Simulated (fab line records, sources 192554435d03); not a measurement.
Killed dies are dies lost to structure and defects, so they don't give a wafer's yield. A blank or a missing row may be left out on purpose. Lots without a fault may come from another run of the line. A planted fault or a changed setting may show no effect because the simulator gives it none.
Chamber matching | flow n5_finfet | N5_MOL_CONTACT_COAG_ETCH_105 on rie_diel-06: 4 sister chambers
The step etches SiARC in CF4, target depth 15.6 nm, time 26 s. 8 wafers are shown with their chamber, then 8 later ones without.

WAFERS WITH THEIR CHAMBER
wafer  | chamber | drypump_motor_current_A (A) | showerhead_plenum_p_Torr (Torr)
L077.5 | 0       | 5.5                         | 2.24
L077.6 | 3       | 6.9                         | 2.22
L091.1 | 0       | 5.5                         | 2.23
L091.6 | 2       | 5.4                         | 2.11
L092.1 | 1       | 5.3                         | 2.11
L092.2 | 3       | 6.8                         | 2.21
L092.3 | 2       | 5.4                         | 2.10
L093.1 | 1       | 5.4                         | 2.11

WAFERS WITHOUT THEIR CHAMBER
wafer  | drypump_motor_current_A (A) | showerhead_plenum_p_Torr (Torr)
L093.2 | 5.5                         | 2.22
L093.4 | 6.8                         | 2.21
L096.2 | 5.4                         | 2.10
L096.4 | 5.5                         | 2.22
L096.6 | 5.3                         | 2.11
L097.3 | 6.8                         | 2.21
L097.4 | 5.3                         | 2.11
L097.5 | 5.4                         | 2.10

WHICH CHAMBER EACH WENT THROUGH
wafer  | from the rows above     | in truth
L093.2 | 0                       | 0
L093.4 | 3                       | 3
L096.2 | can't be placed: 2 or 1 | 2
L096.4 | 0                       | 0
L096.6 | can't be placed: 1 or 2 | 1
L097.3 | 3                       | 3
L097.4 | can't be placed: 1 or 2 | 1
L097.5 | can't be placed: 2 or 1 | 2
Placed correctly: 4 of 8. Can't be placed from these rows: 4 (the true chamber is among the candidates in 4). Placed wrongly: 0.
How it was worked out, from the rows above alone: a wafer's distance from a chamber is the root of the sum, over the readings, of the square of ((its reading less the chamber's mean) divided by the reading's scatter). The wafer belongs to the nearest chamber; if the next one is less than 2 further off, it can't be placed. A chamber's mean is the mean of its shown wafers. The scatter: the root of (the sum of the squares of (reading less its chamber's mean) over the shown wafers, divided by (wafers less chambers)).
